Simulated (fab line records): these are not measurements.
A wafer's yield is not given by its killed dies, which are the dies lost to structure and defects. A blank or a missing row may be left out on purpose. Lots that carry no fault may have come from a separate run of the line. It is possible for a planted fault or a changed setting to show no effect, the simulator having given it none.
2 desks, one fault + flow n5_finfet + every desk sees just its own numbers, and what lay behind them comes last

== AT THE TOOL OWNER'S DESK: pvd_sputter-01 ==
The tool's own readings at N5_BEOL_M12_SPUTTER_45 (material Cu, target thk 80 nm, time 13.33 s): means of the sampled wafers that have a number, for each lot that ran on this tool. Marked OUT: a lot whose mean sits more than 4 standard deviations from the usual mean, which makes it out of limits; the brackets give that distance.
Columns: A = cathode_dc_power_W at N5_BEOL_M12_SPUTTER_45, usual 26000 W; B = susceptor_temp_C at N5_BEOL_M12_SPUTTER_45, usual -20.00 C; C = throttle_valve_pct at N5_BEOL_M12_SPUTTER_45, usual 30.2 %
| lot  | first seen here | A                       | B      | C    |
|------|-----------------|-------------------------|--------|------|
| L883 | day 10 14:37    | 25999                   | -20.04 | 30.0 |
| L897 | day 14 12:35    | 27024 (+99 or more) OUT | -19.92 | 30.5 |
| L901 | day 15 08:34    | 27028 (+99 or more) OUT | -20.09 | 30.1 |
Finding of this desk: L897, L901 out of limits; the first was L897 at day 14 12:35, on cathode_dc_power_W at N5_BEOL_M12_SPUTTER_45. L883: within limits.

== THE METROLOGY DESK ==
What the gauges read for every lot (on any tool): the sampled wafers with a number, averaged. Marked OUT: a lot whose mean sits more than 4 standard deviations from the usual mean, which makes it out of limits; the brackets give that distance.
Columns: A = trench_depth_nm at N5_BEOL_M12_OCD_MEAS_35, usual 319 nm
| lot  | first seen here | A   |
|------|-----------------|-----|
| L883 | day 10 13:54    | 320 |
| L886 | day 11 14:52    | 319 |
| L897 | day 14 10:03    | 312 |
| L901 | day 15 07:59    | 318 |
| L905 | day 16 10:38    | 315 |
| L906 | day 17 03:41    | 319 |
Finding of this desk: none of the 6 lots has anything out of limits.

== PUT TOGETHER ==
The tool owner's desk had the chance to raise an alarm at day 14 12:35 on L897, L901.
The metrology desk saw nothing out of limits.
The metrology desk has L897, L901 on record, within its limits.
N5_BEOL_M12_SPUTTER_45 was run on pvd_sputter-01 by each of the lots named.

== WHAT THE SIMULATOR HAD PUT IN ==
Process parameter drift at N5_BEOL_M12_SPUTTER_45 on pvd_sputter-01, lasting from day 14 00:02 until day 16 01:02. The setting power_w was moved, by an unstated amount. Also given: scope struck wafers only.
Lots struck among those shown: L897, L901.
Each desk's first reading out of limits, in hours after the fault started: the tool owner's desk, 13.
